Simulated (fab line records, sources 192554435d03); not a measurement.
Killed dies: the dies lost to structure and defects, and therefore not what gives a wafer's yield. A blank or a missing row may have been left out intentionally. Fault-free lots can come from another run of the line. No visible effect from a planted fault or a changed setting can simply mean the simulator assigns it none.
What tool caused it? | flow n5Finfet | Sampling: 11 lots, 33 wafers, 4 of 1938 route steps

WHAT EACH GAUGE READ, for each wafer
N5_BEOL_M15_CD_MEAS_17 targets a cd of 360 nm.
lot  | measured     | on       | cdNm (nm)
L828 | day 11 20:02 | cdSem-01 | 362.6 362.8 363.6
L831 | day 12 08:13 | cdSem-03 | 360.9 359.4 369.4
L835 | day 13 12:55 | cdSem-01 | 360.2 359.5 363.1
L839 | day 14 16:15 | cdSem-01 | 364.1 367.9 361.4
L840 | day 15 09:35 | cdSem-03 | 365.8 366.0 367.5
L844 | day 16 16:10 | cdSem-01 | 361.1 363.5 361.5
L846 | day 16 21:50 | cdSem-01 | 362.7 361.0 364.7
L848 | day 16 23:32 | cdSem-02 | 364.8 363.2 363.6
L849 | day 17 10:04 | cdSem-01 | 366.4 364.5 360.2
L851 | day 18 03:26 | cdSem-03 | 361.9 360.0 360.9
L850 | day 18 06:43 | cdSem-01 | 365.0 365.4 364.7

WHICH TOOL RAN EACH LOT (tool, then ch and the chambers of the sampled wafers, then the start)
lot  | N5_BEOL_M14_DEGAS_41        | N5_BEOL_M14_SPUTTER_43      | N5_BEOL_M15_STRIP_63
L828 | pvdSputter-03, day 11 17:18 | pvdSputter-03, day 11 17:23 | rieDiel-04 ch 0,1,2, day 11 19:00
L831 | pvdSputter-02, day 12 01:02 | pvdSputter-02, day 12 01:07 | rieDiel-06 ch 0,1,2, day 12 08:00
L835 | pvdSputter-02, day 13 10:11 | pvdSputter-02, day 13 10:16 | rieDiel-02 ch 0,1,2, day 13 12:00
L839 | pvdSputter-03, day 14 13:45 | pvdSputter-03, day 14 13:50 | rieDiel-06 ch 1,2,3, day 14 16:00
L840 | pvdSputter-03, day 15 07:00 | pvdSputter-03, day 15 07:05 | rieDiel-06 ch 2,3, day 15 09:00
L844 | pvdSputter-03, day 16 13:25 | pvdSputter-03, day 16 13:30 | rieDiel-04 ch 0,3, day 16 16:00
L846 | pvdSputter-02, day 16 18:58 | pvdSputter-02, day 16 19:03 | rieDiel-02 ch 1,2, day 16 21:00
L848 | pvdSputter-03, day 16 20:46 | pvdSputter-03, day 16 20:52 | rieDiel-02 ch 0,2, day 16 23:00
L849 | pvdSputter-02, day 17 07:10 | pvdSputter-02, day 17 07:14 | rieDiel-04 ch 0,3, day 17 09:00
L851 | pvdSputter-01, day 18 00:55 | pvdSputter-01, day 18 01:00 | rieDiel-02 ch 1,3, day 18 03:00
L850 | pvdSputter-01, day 18 04:14 | pvdSputter-01, day 18 04:19 | rieDiel-06 ch 0,1,2, day 18 06:00
- N5_BEOL_M14_DEGAS_41: time 60 s.
- N5_BEOL_M14_SPUTTER_43: material TaN, target thk 15 nm, time 24.19 s.
- N5_BEOL_M15_STRIP_63: strips in O2.

AS READ BY THE TOOLS THEMSELVES (means over the sampled wafers that have a number; for cases with no such wafer, the mark the record gives instead)
N5_BEOL_M14_DEGAS_41.
lot  | tool          | heaterPowerW (W)
L828 | pvdSputter-03 | 512
L831 | pvdSputter-02 | 549
L835 | pvdSputter-02 | 550
L839 | pvdSputter-03 | 488
L840 | pvdSputter-03 | 536
L844 | pvdSputter-03 | 456
L846 | pvdSputter-02 | 512
L848 | pvdSputter-03 | 475
L849 | pvdSputter-02 | 507
L851 | pvdSputter-01 | 578
L850 | pvdSputter-01 | 518

N5_BEOL_M14_SPUTTER_43.
lot  | tool          | substrateTempC (C) | throttleValvePct (%)
L828 | pvdSputter-03 | 49.93              | 31.0
L831 | pvdSputter-02 | 49.95              | 29.8
L835 | pvdSputter-02 | 50.03              | 29.6
L839 | pvdSputter-03 | 50.09              | 30.7
L840 | pvdSputter-03 | 49.99              | 31.0
L844 | pvdSputter-03 | 50.06              | 29.9
L846 | pvdSputter-02 | 49.84              | 30.0
L848 | pvdSputter-03 | 50.06              | 30.0
L849 | pvdSputter-02 | 50.11              | 30.0
L851 | pvdSputter-01 | 49.92              | 30.1
L850 | pvdSputter-01 | 49.95              | 29.3

N5_BEOL_M15_STRIP_63.
lot  | tool       | chamberPressureMTorr (mTorr) | drypumpMotorCurrentA (A) | oesProductAu (a.u.) | rfVppV (V) | showerheadPlenumPTorr (Torr) | throttleValvePct (%)
L828 | rieDiel-04 | 30.01                        | 5.5                      | 0.70                | 4.4        | 2.16                         | 16.6
L831 | rieDiel-06 | 30.01                        | 5.8                      | 0.78                | 4.4        | 2.10                         | 16.6
L835 | rieDiel-02 | 29.98                        | 5.9                      | 0.87                | 3.7        | 2.10                         | 16.4
L839 | rieDiel-06 | 33.02                        | 5.6                      | 0.76                | 3.5        | 2.03                         | 16.6
L840 | rieDiel-06 | 36.01                        | 5.9                      | 0.79                | 4.2        | 2.01                         | 16.7
L844 | rieDiel-04 | 30.03                        | 5.7                      | 0.83                | 3.5        | 2.20                         | 16.5
L846 | rieDiel-02 | 29.99                        | 5.9                      | 0.76                | 3.2        | 2.05                         | 16.7
L848 | rieDiel-02 | 30.00                        | 6.3                      | 0.74                | 3.4        | 2.05                         | 16.8
L849 | rieDiel-04 | 29.97                        | 5.7                      | 0.83                | 4.3        | 2.20                         | 16.5
L851 | rieDiel-02 | 29.98                        | 5.5                      | 0.91                | 3.3        | 2.09                         | 16.1
L850 | rieDiel-06 | 30.01                        | 5.8                      | 0.84                | 3.5        | 2.08                         | 16.5

THE ANSWER, worked out from the rows above alone
Rule: the lots themselves supply what counts as usual. The widest of any qualifying gaps counts: lots, ordered by their means at a reading, are off when they make up no more than a third of the lots, leave a main group of 4 or more, and stand apart from it by 3 or more times the standard deviation of that group's means. Not used: any main group whose means are identical at the precision the tables above print for the reading. Also off: a lot with no number at a reading for which 4 or more lots have one. The other lots that the step has rows for count as sound. First the gauges in route order, then the tools' own readings, where a lot's mean is used as printed above. The first step at which some lot is off is used, and at that step the reading that is off furthest; a lot without a number counts as furthest.
Off: L839, L840 (N5_BEOL_M15_STRIP_63, chamberPressureMTorr). The main group: mean 30.00 mTorr, standard deviation 0.018.
A tool fits if, at that step or a process step before it, it ran every lot that is off, and no sound lot after the first of them. Not one of the candidates tried fits.

WHAT HAD BEEN PUT IN BY THE SIMULATOR
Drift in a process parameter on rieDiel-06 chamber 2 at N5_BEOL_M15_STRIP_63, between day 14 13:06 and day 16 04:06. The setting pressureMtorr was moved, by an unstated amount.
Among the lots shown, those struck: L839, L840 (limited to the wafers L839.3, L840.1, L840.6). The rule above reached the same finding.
